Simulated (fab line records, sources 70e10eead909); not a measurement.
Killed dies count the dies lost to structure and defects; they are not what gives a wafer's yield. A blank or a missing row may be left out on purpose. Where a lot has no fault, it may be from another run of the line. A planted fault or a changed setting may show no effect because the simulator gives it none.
fab line records	flow nand_harc
record: lots: 24	wafers: 72	last_day: 34
route steps=1302 shown A_CONTACT@1010 A_BLC@1118
lots untouched by any fault: they come from a run of this same line in which no faults occurred
start_h: start of the lot's first displayed wafer, in hours after the record's first day	wait_h: hours elapsed since this lot's preceding step	" unchanged from the row above	L1.1+2: one row covering several wafers at once	- value missing, or start not given	* or withheld: withheld	< > ~ a bound
route shown NAME@n: NAME is a module with steps in the file, n the number in the route of the first one	usual: mean/standard deviation taken from wafers without a fault	same: alike in all rows	chamber/n: place in a boat	sites: per-site readings	_std_site: how widely they spread, as a standard deviation	_edge_site: the outer-site mean with the inner-site mean subtracted	radius_mm: for every site, how far away it sits from the centre of the wafer	mask NAME#n: copy n	behind: the most recent tool/chamber to have shaped the wafer	hold: cause of the lot's hold/its duration in hours/its outcome	device: names the non-switching transistor (n, p or np)	end of line: tests of these same wafers at the route's end	a step with no rows: only its recipe	killed: dies that structure and defects cost at the first sort, which is not the same as the wafer's yield	map: a wafer's dies, x killed, . not, _ none there
set.NAME: the run value of the setting; set.NAME@STEP: its run value at that earlier step	model.NAME: the simulator's own value behind a step, which no gauge read
steps of the route over a sample of lots; a table a step, a row a wafer
services: the hour from which a tool's chamber was out of use, counted from the record's first day as start_h (under 0 if before that day), plus the number of hours and why
== steps ==
step: NHARC_A_CONTACT_ETCH_116
recipe: source_w: withheld	pressure_mtorr: 20	bias_v: 3000	time_s: 190	target_depth_a: 18500	ar_flow_sccm: withheld	c4f8_flow_sccm: withheld	o2_flow_sccm: withheld	chemistry: C4F8/O2/Ar
lot.wafer	tool	chamber	start_h	wait_h	rf_hours_counter_h
L076.2	har_cap_etch-03	0	493.16	0.1	39
L076.3	"	0	"	"	-
L076.6	"	1	"	"	-
L075.1	har_cap_etch-01	0	494.67	0.1	134
L075.4	"	0	"	"	-
L075.3	"	1	"	"	-
L074.2	har_cap_etch-02	0	506.36	0.1	85
L074.4	"	0	"	"	-
L074.3	"	1	"	"	-
L077.2	har_cap_etch-02	1	535.33	0.1	89
L077.3	"	0	"	"	-
L077.6	"	1	"	"	-
L078.1	har_cap_etch-01	1	538.09	0.1	3
L078.4	"	1	"	"	-
L078.5	"	0	"	"	-
L080.4	har_cap_etch-03	0	538.28	0.1	-
L080.3	"	1	"	"	-
L080.5	"	0	"	"	-
L079.1	har_cap_etch-02	0	553.71	0.1	93
L079.4	"	0	"	"	-
L079.6	"	1	"	"	-
L081.2	har_cap_etch-03	1	565.66	0.1	51
L081.3	"	0	"	"	-
L081.6	"	0	"	"	-
L082.1	har_cap_etch-03	0	583.83	0.1	53
L082.6	"	1	"	"	-
L082.5	"	0	"	"	-
L083.3	har_cap_etch-01	1	584.23	0.1	-
L083.4	"	0	"	"	-
L083.6	"	1	"	"	-
L084.4	har_cap_etch-03	0	590.97	0.1	-
L084.3	"	1	"	"	-
L084.6	"	1	"	"	-
L085.3	har_cap_etch-03	0	599.93	0.1	-
L085.5	"	1	"	"	-
L085.6	"	0	"	"	-
L086.2	har_cap_etch-03	1	616.48	0.1	62
L086.4	"	1	"	"	-
L086.6	"	0	"	"	-
L088.2	har_cap_etch-01	1	616.66	0.1	18
L088.3	"	0	"	"	-
L088.5	"	0	"	"	-
L089.2	har_cap_etch-02	0	620.92	0.2	105
L089.3	"	0	"	"	-
L089.4	"	1	"	"	-
L087.2	har_cap_etch-03	1	621.97	0.1	64
L087.5	"	1	"	"	-
L087.6	"	0	"	"	-
L091.2	har_cap_etch-03	1	642.99	0.1	68
L091.4	"	1	"	"	-
L091.5	"	1	"	"	-
L090.2	har_cap_etch-02	0	644.33	0.2	111
L090.1	"	1	"	"	111
L090.3	"	1	"	"	-
L092.2	har_cap_etch-02	0	672.70	0.1	115
L092.4	"	1	"	"	-
L092.5	"	1	"	"	-
L093.2	har_cap_etch-01	1	673.53	0.1	29
L093.1	"	0	"	"	29
L093.4	"	0	"	"	-
L094.1	har_cap_etch-02	1	697.50	0.1	119
L094.2	"	0	"	"	119
L094.4	"	0	"	"	-
L095.2	har_cap_etch-01	1	701.01	0.1	32
L095.4	"	0	"	"	-
L095.5	"	1	"	"	-
L096.2	har_cap_etch-03	1	701.27	0.1	78
L096.4	"	1	"	"	-
L096.6	"	0	"	"	-
L097.2	har_cap_etch-02	1	726.90	0.1	124
L097.4	"	0	"	"	-
L097.6	"	0	"	"	-
step: NHARC_A_CONTACT_ETCH_132
recipe: source_w: withheld	pressure_mtorr: 20	bias_v: 3000	time_s: 197	target_depth_a: 19240	ar_flow_sccm: withheld	c4f8_flow_sccm: withheld	o2_flow_sccm: withheld	chemistry: C4F8/O2/Ar
lot.wafer	tool	chamber	start_h	wait_h	rf_hours_counter_h
L076.2	har_cap_etch-02	1	504.88	0.1	84
L076.3	"	0	"	"	-
L076.6	"	0	"	"	-
L075.1	har_cap_etch-03	1	505.83	0.1	42
L075.3	"	1	"	"	-
L075.4	"	0	"	"	-
L074.2	har_cap_etch-01	1	517.39	0.2	1
L074.4	"	0	"	"	-
L074.3	"	1	"	"	-
L077.2	har_cap_etch-02	1	545.88	0.1	92
L077.3	"	1	"	"	-
L077.6	"	1	"	"	-
L078.1	har_cap_etch-01	1	548.51	0.1	5
L078.4	"	0	"	"	-
L078.5	"	1	"	"	-
L080.3	har_cap_etch-03	1	549.07	0.1	-
L080.4	"	0	"	"	-
L080.5	"	0	"	"	-
L079.1	har_cap_etch-02	0	565.88	0.1	96
L079.4	"	0	"	"	-
L079.6	"	0	"	"	-
L081.2	har_cap_etch-02	0	576.09	0.1	98
L081.3	"	1	"	"	-
L081.6	"	1	"	"	-
L082.1	har_cap_etch-01	1	594.35	0.1	13
L082.6	"	0	"	"	-
L082.5	"	1	"	"	-
L083.4	har_cap_etch-02	0	595.68	0.1	-
L083.3	"	1	"	"	-
L083.6	"	1	"	"	-
L084.4	har_cap_etch-01	1	601.47	0.1	-
L084.3	"	0	"	"	-
L084.6	"	1	"	"	-
L085.3	har_cap_etch-02	1	610.97	0.2	-
L085.6	"	1	"	"	-
L085.5	"	0	"	"	-
L086.2	har_cap_etch-02	0	634.70	0.1	108
L086.4	"	1	"	"	-
L086.6	"	0	"	"	-
L088.2	har_cap_etch-03	0	635.36	0.1	67
L088.3	"	1	"	"	-
L088.5	"	0	"	"	-
L087.2	har_cap_etch-01	1	638.13	0.1	22
L087.5	"	0	"	"	-
L087.6	"	1	"	"	-
L089.2	har_cap_etch-02	1	638.30	0.1	110
L089.3	"	1	"	"	-
L089.4	"	0	"	"	-
L091.2	har_cap_etch-03	0	653.65	0.1	72
L091.4	"	1	"	"	-
L091.5	"	1	"	"	-
L090.1	har_cap_etch-02	0	656.26	0.2	114
L090.2	"	1	"	"	114
L090.3	"	1	"	"	-
L092.2	har_cap_etch-03	0	684.49	0.1	75
L092.4	"	0	"	"	-
L092.5	"	0	"	"	-
L093.2	har_cap_etch-02	1	685.03	0.1	118
L093.1	"	0	"	"	118
L093.4	"	0	"	"	-
L094.1	har_cap_etch-02	0	707.90	0.1	122
L094.2	"	1	"	"	122
L094.4	"	1	"	"	-
L095.2	har_cap_etch-01	0	713.22	0.1	35
L095.4	"	0	"	"	-
L095.5	"	1	"	"	-
L096.2	har_cap_etch-03	0	714.14	0.1	81
L096.4	"	0	"	"	-
L096.6	"	1	"	"	-
L097.2	har_cap_etch-03	0	737.39	0.1	84
L097.4	"	0	"	"	-
L097.6	"	0	"	"	-
step: NHARC_A_CONTACT_ETCH_91
recipe: target_depth_a: 400	over_etch_frac: 0.5	time_s: 85.7	ion_energy_ev: 120	ch3f_flow_sccm: 50	o2_flow_sccm: 30	ar_flow_sccm: 200	rf_w: 500	bias_w: 100	chemistry: CH3F/O2
usual: drypump_motor_current_A: 6.12/0.28	o2_flow_sccm: 30.00/0.089	oes_product_au: 0.929/0.0069	rf_vpp_V: 244.7/2.2	showerhead_plenum_p_Torr: 2.49/0.15	throttle_valve_pct: 20.665/0.0089
lot.wafer	tool	chamber	start_h	wait_h	drypump_motor_current_A	o2_flow_sccm	oes_product_au	rf_hours_counter_h	rf_vpp_V	showerhead_plenum_p_Torr	throttle_valve_pct
L076.2	rie_diel-07	3	505.84	0.7	6.19	29.78	0.926	7	245.4	2.59	20.670
L076.3	"	1	"	"	5.73	30.01	0.923	4	242.6	2.31	20.667
L076.6	"	0	"	"	6.12	29.98	0.934	-	246.0	2.66	20.657
L075.1	rie_diel-02	3	506.80	0.7	5.60	30.00	0.927	6	242.5	2.29	20.654
L075.3	"	1	"	"	6.04	30.05	0.923	21	247.0	2.64	20.655
L075.4	"	2	"	"	6.38	29.92	0.924	19	246.0	2.56	20.682
L074.4	rie_diel-02	0	518.52	0.7	6.22	30.05	0.934	22	247.7	2.65	20.649
L074.3	"	1	"	"	6.06	30.02	0.941	23	246.4	2.64	20.674
L074.2	"	2	"	"	6.39	30.11	0.937	22	246.0	2.56	20.668
L077.2	rie_diel-13	3	546.83	0.7	6.07	30.13	0.929	3	242.7	2.31	20.657
L077.3	"	0	"	"	6.46	30.16	0.935	4	242.7	2.32	20.671
L077.6	"	3	"	"	6.05	30.22	0.931	-	241.6	2.31	20.662
L078.4	rie_diel-13	1	549.47	0.5	6.42	30.05	0.927	3	245.1	2.54	20.674
L078.1	"	0	"	"	6.48	30.08	0.929	4	243.0	2.32	20.674
L078.5	"	2	"	"	6.24	29.96	0.923	-	247.0	2.64	20.655
L080.3	rie_diel-07	3	550.02	0.6	6.12	30.06	0.928	27	247.5	2.58	20.680
L080.5	"	0	"	"	6.08	29.87	0.933	-	246.7	2.65	20.667
L080.4	"	3	"	"	6.12	29.96	0.921	-	245.3	2.58	20.669
L079.1	rie_diel-02	3	566.84	0.7	5.61	30.16	0.941	14	240.9	2.28	20.682
L079.4	"	0	"	"	6.25	29.97	0.941	29	247.3	2.65	20.642
L079.6	"	0	"	"	6.22	30.05	0.938	-	247.2	2.65	20.650
L081.2	rie_diel-13	0	577.09	0.7	6.46	30.20	0.933	16	243.5	2.32	20.656
L081.3	"	1	"	"	6.43	30.01	0.935	13	245.8	2.54	20.662
L081.6	"	2	"	"	6.26	29.97	0.930	-	246.3	2.63	20.666
L082.1	rie_diel-02	3	595.31	0.7	5.64	29.91	0.931	4	241.4	2.28	20.660
L082.6	"	2	"	"	6.36	30.09	0.919	-	245.4	2.55	20.657
L082.5	"	3	"	"	5.63	30.00	0.931	-	240.7	2.28	20.667
L083.3	rie_diel-02	3	596.59	0.5	5.63	29.93	0.938	4	242.2	2.28	20.662
L083.4	"	1	"	"	6.01	29.97	0.931	5	245.9	2.63	20.657
L083.6	"	2	"	"	6.40	29.93	0.940	-	244.1	2.55	20.654
L084.4	rie_diel-13	0	602.36	0.6	6.48	29.94	0.929	24	243.1	2.32	20.675
L084.3	"	2	"	"	6.27	29.92	0.928	20	244.4	2.63	20.671
L084.6	"	0	"	"	6.46	29.99	0.924	-	240.9	2.32	20.676
L085.3	rie_diel-02	3	612.09	0.7	5.60	30.04	0.933	8	240.7	2.28	20.672
L085.6	"	2	"	"	6.37	29.91	0.935	-	245.3	2.55	20.680
L085.5	"	3	"	"	5.59	30.01	0.927	-	240.7	2.28	20.679
L086.4	rie_diel-13	2	635.67	0.6	6.27	30.02	0.920	33	247.9	2.62	20.669
L086.2	"	3	"	"	6.07	29.88	0.929	34	241.4	2.30	20.685
L086.6	"	0	"	"	6.42	30.03	0.914	-	242.6	2.31	20.663
L088.2	rie_diel-13	1	636.30	0.7	6.43	29.99	0.928	35	245.8	2.53	20.670
L088.3	"	3	"	"	6.10	29.96	0.921	34	242.9	2.30	20.662
L088.5	"	1	"	"	6.43	29.99	0.934	-	245.5	2.53	20.655
L087.2	rie_diel-02	1	639.09	0.7	6.01	30.09	0.925	12	247.3	2.63	20.667
L087.6	"	3	"	"	5.60	29.79	0.933	-	242.6	2.28	20.667
L087.5	"	0	"	"	6.25	30.13	0.921	-	246.1	2.64	20.679
L089.3	rie_diel-07	3	639.26	0.6	6.16	29.88	0.920	59	246.3	2.57	20.668
L089.2	"	1	"	"	5.74	29.95	0.926	55	242.3	2.29	20.661
L089.4	"	2	"	"	5.91	29.94	0.926	28	243.7	2.41	20.672
L091.4	rie_diel-02	0	654.58	0.6	6.21	30.02	0.930	17	247.2	2.64	20.665
L091.2	"	1	"	"	6.01	30.13	0.927	16	247.3	2.63	20.655
L091.5	"	0	"	"	6.23	30.00	0.928	-	247.0	2.64	20.668
L090.1	rie_diel-02	0	657.44	0.9	6.24	29.89	0.924	18	246.6	2.64	20.666
L090.2	"	1	"	"	6.02	30.14	0.918	16	245.3	2.63	20.674
L090.3	"	3	"	"	5.60	30.06	0.927	16	241.1	2.28	20.682
L092.2	rie_diel-02	2	685.45	0.7	6.40	30.11	0.931	20	244.3	2.54	20.667
L092.4	"	0	"	"	6.21	29.87	0.932	22	247.9	2.64	20.648
L092.5	"	3	"	"	5.62	29.92	0.935	-	240.9	2.28	20.664
L093.4	rie_diel-13	3	685.99	0.5	6.09	30.00	0.916	51	242.5	2.29	20.658
L093.1	"	0	"	"	6.51	30.15	0.925	50	241.6	2.31	20.659
L093.2	"	2	"	"	6.27	30.02	0.911	49	245.9	2.62	20.682
L094.2	rie_diel-02	1	708.87	0.6	6.01	29.90	0.927	25	246.0	2.63	20.670
L094.1	"	2	"	"	6.40	30.07	0.941	24	244.8	2.54	20.683
L094.4	"	3	"	"	5.61	30.00	0.940	24	242.5	2.28	20.646
L095.2	rie_diel-02	3	714.17	0.7	5.63	30.03	0.931	25	241.4	2.27	20.663
L095.4	"	1	"	"	6.03	29.99	0.926	25	246.9	2.63	20.652
L095.5	"	2	"	"	6.39	30.13	0.930	-	247.6	2.54	20.678
L096.4	rie_diel-02	1	715.09	0.5	6.04	29.98	0.926	25	246.7	2.63	20.666
L096.2	"	3	"	"	5.59	29.83	0.930	26	241.1	2.27	20.661
L096.6	"	1	"	"	5.99	29.88	0.927	-	246.1	2.63	20.655
L097.2	rie_diel-02	3	738.32	0.6	5.63	30.01	0.927	30	242.6	2.27	20.675
L097.4	"	2	"	"	6.36	29.95	0.936	30	244.5	2.54	20.670
L097.6	"	0	"	"	6.21	30.08	0.937	-	246.7	2.64	20.671
step: NHARC_A_CONTACT_ETCH_89
recipe: target_depth_a: 2600	over_etch_frac: 0.3	time_s: 475.3	ion_energy_ev: 200	n2_flow_sccm: 150	h2_flow_sccm: 150	ar_flow_sccm: 0	rf_w: 400	bias_w: 150	chemistry: N2/H2
usual: drypump_motor_current_A: 6.10/0.27	h2_flow_sccm: 150.1/0.5	oes_product_au: 1.004/0.0079	rf_vpp_V: 431/3.8	showerhead_plenum_p_Torr: 2.07/0.13	throttle_valve_pct: 14.171/0.0092
lot.wafer	tool	chamber	start_h	wait_h	drypump_motor_current_A	h2_flow_sccm	oes_product_au	rf_hours_counter_h	rf_vpp_V	showerhead_plenum_p_Torr	throttle_valve_pct
L076.2	rie_diel-02	1	-	-	5.98	149.2	1.000	21	435	2.20	14.179
L076.3	"	2	"	"	6.37	150.3	1.010	20	432	2.13	14.171
L076.6	"	1	"	"	6.01	149.1	0.997	-	435	2.20	14.168
L075.3	rie_diel-02	3	-	-	5.58	150.2	1.005	7	427	1.89	14.163
L075.4	"	0	"	"	6.22	149.9	1.000	21	436	2.21	14.176
L075.1	"	2	"	"	6.41	150.8	1.003	20	434	2.13	14.161
L074.3	rie_diel-02	0	-	-	6.21	151.3	1.005	22	435	2.21	14.153
L074.2	"	1	"	"	6.03	150.4	1.002	24	435	2.20	14.173
L074.4	"	0	"	"	6.23	149.8	1.009	-	435	2.21	14.179
L077.2	rie_diel-02	3	-	-	5.59	149.5	1.007	13	425	1.89	14.180
L077.3	"	0	"	"	6.23	149.8	0.998	27	436	2.21	14.158
L077.6	"	2	"	"	6.38	150.2	1.007	-	434	2.12	14.181
L078.1	rie_diel-13	1	-	-	6.39	149.4	0.998	5	433	2.11	14.171
L078.4	"	2	"	"	6.26	150.7	0.998	5	435	2.20	14.164
L078.5	"	1	"	"	6.39	150.5	0.996	-	434	2.11	14.171
L080.3	rie_diel-02	1	-	-	6.01	149.4	0.988	30	433	2.20	14.172
L080.4	"	2	"	"	6.38	149.7	1.001	29	433	2.12	14.165
L080.5	"	1	"	"	6.01	149.7	0.995	-	435	2.20	14.167
L079.4	rie_diel-13	2	570.76	-	6.26	149.5	0.991	11	434	2.19	14.186
L079.1	"	3	"	"	6.09	150.9	0.989	14	426	1.91	14.150
L079.6	"	2	"	"	6.23	150.0	0.987	-	435	2.19	14.176
L081.3	rie_diel-02	2	-	-	6.38	150.5	1.000	1	432	2.12	14.166
L081.2	"	3	"	"	5.59	150.2	0.991	1	426	1.89	14.179
L081.6	"	1	"	"	6.01	149.8	0.998	-	435	2.20	14.166
L082.1	rie_diel-13	2	-	-	6.23	150.3	1.007	20	434	2.19	14.174
L082.5	"	1	"	"	6.42	149.9	1.001	-	434	2.10	14.177
L082.6	"	2	"	"	6.25	149.9	0.999	-	435	2.19	14.162
L083.4	rie_diel-02	1	-	-	6.01	150.9	0.997	6	436	2.19	14.171
L083.3	"	2	"	"	6.36	150.0	1.003	5	432	2.12	14.159
L083.6	"	3	"	"	5.60	150.5	1.005	-	427	1.88	14.181
L084.3	rie_diel-13	3	-	-	6.10	149.9	0.999	23	428	1.90	14.164
L084.4	"	2	"	"	6.29	150.2	1.003	22	434	2.19	14.175
L084.6	"	0	"	"	6.48	150.4	1.000	-	426	1.91	14.175
L085.3	rie_diel-02	3	-	-	5.60	150.0	1.017	10	426	1.88	14.160
L085.6	"	3	"	"	5.61	150.9	1.015	-	425	1.88	14.171
L085.5	"	0	"	"	6.19	151.9	1.015	-	433	2.20	14.180
L086.2	rie_diel-02	1	-	-	6.04	150.8	1.001	13	433	2.19	14.169
L086.4	"	2	"	"	6.42	150.9	1.009	13	434	2.12	14.178
L086.6	"	3	"	"	5.61	149.8	1.018	-	425	1.88	14.170
L088.3	rie_diel-02	2	-	-	6.37	150.0	1.009	13	432	2.12	14.174
L088.2	"	3	"	"	5.59	149.6	1.006	12	427	1.88	14.178
L088.5	"	3	"	"	5.60	149.6	1.017	-	426	1.88	14.175
L087.2	rie_diel-02	2	-	-	6.38	149.7	1.013	13	432	2.12	14.163
L087.5	"	0	"	"	6.23	150.1	1.008	-	435	2.20	14.167
L087.6	"	1	"	"	6.04	150.1	0.995	-	433	2.19	14.178
L089.2	rie_diel-13	3	-	-	6.07	150.6	0.990	38	425	1.90	14.170
L089.4	"	0	"	"	6.45	151.0	0.995	39	425	1.91	14.161
L089.3	"	1	"	"	6.42	151.1	1.002	38	432	2.10	14.167
L091.2	rie_diel-02	3	-	-	5.59	149.8	1.000	16	425	1.88	14.156
L091.4	"	1	"	"	6.05	150.3	0.987	17	435	2.19	14.167
L091.5	"	2	"	"	6.40	149.9	0.991	-	433	2.12	14.165
L090.3	rie_diel-07	2	-	-	5.92	150.3	1.008	1	431	1.99	14.174
L090.2	"	3	"	"	6.13	149.8	1.004	1	433	2.13	14.179
L090.1	"	0	"	"	6.07	150.4	1.011	1	435	2.19	14.170
L092.2	rie_diel-02	3	-	-	5.60	150.1	1.008	20	427	1.88	14.153
L092.4	"	1	"	"	6.01	150.0	1.004	21	435	2.19	14.166
L092.5	"	3	"	"	5.61	150.1	1.011	-	425	1.88	14.171
L093.1	rie_diel-07	2	-	-	5.99	149.9	1.009	9	430	1.99	14.154
L093.2	"	3	"	"	6.12	149.5	1.009	11	432	2.13	14.176
L093.4	"	0	"	"	6.05	149.5	1.006	13	435	2.19	14.163
L094.4	rie_diel-07	2	-	-	5.93	150.2	1.008	19	428	1.98	14.177
L094.1	"	3	"	"	6.13	150.6	1.001	21	433	2.13	14.180
L094.2	"	1	"	"	5.72	149.3	1.003	19	426	1.88	14.189
L095.4	rie_diel-02	3	-	-	5.61	150.8	1.022	26	426	1.88	14.159
L095.2	"	0	"	"	6.23	150.1	1.007	27	436	2.20	14.174
L095.5	"	3	"	"	5.61	151.0	1.014	-	425	1.88	14.173
L096.4	rie_diel-07	0	-	-	6.12	150.3	0.998	20	436	2.19	14.181
L096.2	"	1	"	"	5.73	150.0	0.984	20	426	1.88	14.162
L096.6	"	3	"	"	6.14	149.7	1.008	-	433	2.12	14.148
L097.4	rie_diel-13	3	-	-	6.11	150.2	0.998	14	425	1.89	14.190
L097.2	"	0	"	"	6.46	150.0	1.002	12	426	1.90	14.181
L097.6	"	2	"	"	6.24	149.6	0.995	-	435	2.17	14.168
step: NHARC_A_CONTACT_ETCH_139
recipe: source_w: withheld	pressure_mtorr: 20	bias_v: 400	time_s: 195	target_depth_a: 8400	ar_flow_sccm: withheld	c4f8_flow_sccm: 11.5	o2_flow_sccm: 7.2	chemistry: C4F8/O2/Ar
lot.wafer	tool	chamber	start_h	wait_h	rf_hours_counter_h
L076.2	har_cap_etch-03	1	512.04	0.2	43
L076.3	"	0	"	"	-
L076.6	"	0	"	"	-
L075.1	har_cap_etch-02	1	513.05	0.2	88
L075.3	"	1	"	"	-
L075.4	"	0	"	"	-
L074.2	har_cap_etch-03	1	525.01	0.2	45
L074.3	"	1	"	"	-
L074.4	"	0	"	"	-
L077.2	har_cap_etch-01	0	554.26	0.2	7
L077.3	"	0	"	"	-
L077.6	"	0	"	"	-
L078.1	har_cap_etch-03	0	555.73	0.2	50
L078.4	"	0	"	"	-
L078.5	"	1	"	"	-
L080.4	har_cap_etch-01	0	557.63	0.2	-
L080.3	"	1	"	"	-
L080.5	"	0	"	"	-
L079.1	har_cap_etch-01	1	573.01	0.2	10
L079.4	"	1	"	"	-
L079.6	"	1	"	"	-
L081.2	har_cap_etch-02	1	586.55	0.2	99
L081.3	"	1	"	"	-
L081.6	"	1	"	"	-
L082.1	har_cap_etch-02	1	605.71	0.2	102
L082.6	"	1	"	"	-
L082.5	"	0	"	"	-
L083.3	har_cap_etch-03	0	606.11	0.2	-
L083.4	"	1	"	"	-
L083.6	"	1	"	"	-
L084.3	har_cap_etch-01	1	609.02	0.2	-
L084.4	"	0	"	"	-
L084.6	"	1	"	"	-
L085.3	har_cap_etch-01	1	624.15	0.2	-
L085.6	"	0	"	"	-
L085.5	"	1	"	"	-
L086.2	har_cap_etch-01	1	643.99	0.2	24
L086.4	"	1	"	"	-
L086.6	"	0	"	"	-
L088.2	har_cap_etch-01	0	645.54	0.2	25
L088.3	"	0	"	"	-
L088.5	"	0	"	"	-
L087.2	har_cap_etch-03	0	646.20	0.2	71
L087.6	"	1	"	"	-
L087.5	"	0	"	"	-
L089.2	har_cap_etch-01	0	647.22	0.2	26
L089.3	"	1	"	"	-
L089.4	"	0	"	"	-
L091.2	har_cap_etch-01	1	660.68	0.2	28
L091.4	"	0	"	"	-
L091.5	"	1	"	"	-
L090.2	har_cap_etch-03	0	665.49	0.2	74
L090.1	"	1	"	"	74
L090.3	"	1	"	"	-
L092.2	har_cap_etch-01	0	691.72	0.2	31
L092.4	"	1	"	"	-
L092.5	"	0	"	"	-
L093.1	har_cap_etch-03	0	692.30	0.2	77
L093.2	"	1	"	"	77
L093.4	"	0	"	"	-
L094.2	har_cap_etch-02	1	716.77	0.2	124
L094.1	"	0	"	"	124
L094.4	"	1	"	"	-
L095.2	har_cap_etch-01	0	720.45	0.2	37
L095.4	"	0	"	"	-
L095.5	"	1	"	"	-
L096.2	har_cap_etch-03	0	721.20	0.2	82
L096.4	"	1	"	"	-
L096.6	"	1	"	"	-
L097.2	har_cap_etch-03	0	750.11	0.2	85
L097.4	"	1	"	"	-
L097.6	"	1	"	"	-
step: NHARC_A_BLC_OVL_MEAS_11
usual: overlay_x_nm: -0.1/0.81	overlay_y_nm: 0.1/0.92
lot.wafer	tool	chamber	start_h	wait_h	overlay_x_nm	overlay_y_nm
L076.2	overlay-01	-	515.82	-	1.1	1.4
L076.3	"	-	"	"	1.0	1.8
L076.6	"	-	"	"	-0.2	1.4
L075.1	overlay-01	-	517.03	-	-0.6	-0.3
L075.3	"	-	"	"	-1.0	-0.1
L075.4	"	-	"	"	-0.6	0.0
L074.2	overlay-01	-	528.98	-	-0.8	0.3
L074.3	"	-	"	"	-0.7	0.1
L074.4	"	-	"	"	-0.1	0.3
L077.2	overlay-01	-	558.14	-	-0.1	1.1
L077.3	"	-	"	"	-0.4	1.3
L077.6	"	-	"	"	-0.6	0.8
L078.1	overlay-01	-	559.49	-	0.2	-0.2
L078.4	"	-	"	"	0.0	-0.7
L078.5	"	-	"	"	0.3	-0.1
L080.3	overlay-02	-	561.34	-	0.1	-0.7
L080.4	"	-	"	"	-0.2	-0.9
L080.5	"	-	"	"	0.4	-0.7
L079.1	overlay-02	-	577.06	-	0.6	0.6
L079.4	"	-	"	"	0.1	0.4
L079.6	"	-	"	"	0.2	-0.1
L081.2	overlay-02	-	590.44	-	0.0	2.3
L081.3	"	-	"	"	0.2	2.4
L081.6	"	-	"	"	0.2	2.7
L082.1	overlay-01	-	609.42	-	-0.1	0.7
L082.5	"	-	"	"	0.4	1.1
L082.6	"	-	"	"	-0.4	0.6
L083.3	overlay-01	-	610.15	-	1.4	-1.4
L083.4	"	-	"	"	0.4	-1.4
L083.6	"	-	"	"	1.3	-0.8
L084.3	overlay-02	-	612.62	-	1.9	0.3
L084.4	"	-	"	"	2.1	0.6
L084.6	"	-	"	"	2.7	0.2
L085.3	overlay-01	-	627.68	-	-0.7	0.4
L085.5	"	-	"	"	-1.3	-0.6
L085.6	"	-	"	"	-0.7	-0.3
L086.2	overlay-01	-	647.73	-	0.2	-0.6
L086.4	"	-	"	"	1.0	-0.3
L086.6	"	-	"	"	1.2	-1.0
L088.2	overlay-01	-	649.29	-	-1.2	0.5
L088.3	"	-	"	"	-1.4	0.0
L088.5	"	-	"	"	-0.8	0.4
L087.2	overlay-02	-	649.84	-	-0.8	-1.2
L087.5	"	-	"	"	-1.1	-0.2
L087.6	"	-	"	"	-1.1	-0.9
L089.2	overlay-01	-	650.90	-	-0.8	-0.8
L089.3	"	-	"	"	-0.4	-0.6
L089.4	"	-	"	"	-0.6	-0.1
L091.2	overlay-01	-	664.54	-	0.4	1.1
L091.4	"	-	"	"	0.1	0.6
L091.5	"	-	"	"	0.7	0.7
L090.1	overlay-02	-	669.20	-	0.2	-1.1
L090.2	"	-	"	"	-0.3	-0.3
L090.3	"	-	"	"	-0.6	-0.9
L092.2	overlay-01	-	695.39	-	-0.8	-0.7
L092.4	"	-	"	"	-0.1	-0.5
L092.5	"	-	"	"	-0.5	-0.9
L093.1	overlay-02	-	696.12	-	-0.2	1.0
L093.2	"	-	"	"	0.5	0.6
L093.4	"	-	"	"	0.5	1.0
L094.1	overlay-02	-	720.44	-	-0.4	0.7
L094.2	"	-	"	"	-0.7	0.2
L094.4	"	-	"	"	-0.4	0.1
L095.2	overlay-01	-	724.07	-	0.6	0.0
L095.4	"	-	"	"	0.8	0.2
L095.5	"	-	"	"	0.9	1.0
L096.2	overlay-01	-	725.02	-	-1.6	0.4
L096.4	"	-	"	"	-1.3	0.2
L096.6	"	-	"	"	-0.6	0.3
L097.2	overlay-02	-	753.95	-	-0.9	-1.5
L097.4	"	-	"	"	-0.3	-1.5
L097.6	"	-	"	"	0.1	-2.1
== services ==
tool	chamber	start_h	hours	kind
rie_diel-07	-	471.39	9.0	pm
rie_diel-02	0	476.20	-	clean
rie_diel-02	1	476.20	-	clean
rie_diel-02	2	476.20	-	clean
rie_diel-02	3	476.20	-	clean
rie_diel-07	1	497.00	2.0	repair
har_cap_etch-01	-	497.00	17.0	pm
rie_diel-02	0	500.70	-	clean
rie_diel-02	1	500.70	-	clean
rie_diel-02	2	500.70	-	clean
rie_diel-02	3	500.70	-	clean
rie_diel-07	2	505.24	65.9	repair
rie_diel-02	3	520.28	9.4	repair
rie_diel-13	-	521.21	9.0	pm
rie_diel-02	-	570.70	9.0	pm
rie_diel-13	-	597.85	0.8	repair
rie_diel-07	0	619.56	4.4	repair
rie_diel-02	3	633.45	5.0	repair
rie_diel-07	-	648.39	9.0	pm
rie_diel-02	-	668.68	1.2	repair
rie_diel-07	-	674.05	0.3	repair
rie_diel-07	0	691.05	7.6	repair
rie_diel-13	-	698.21	9.0	pm
rie_diel-02	-	747.70	9.0	pm
== key ==
fault none
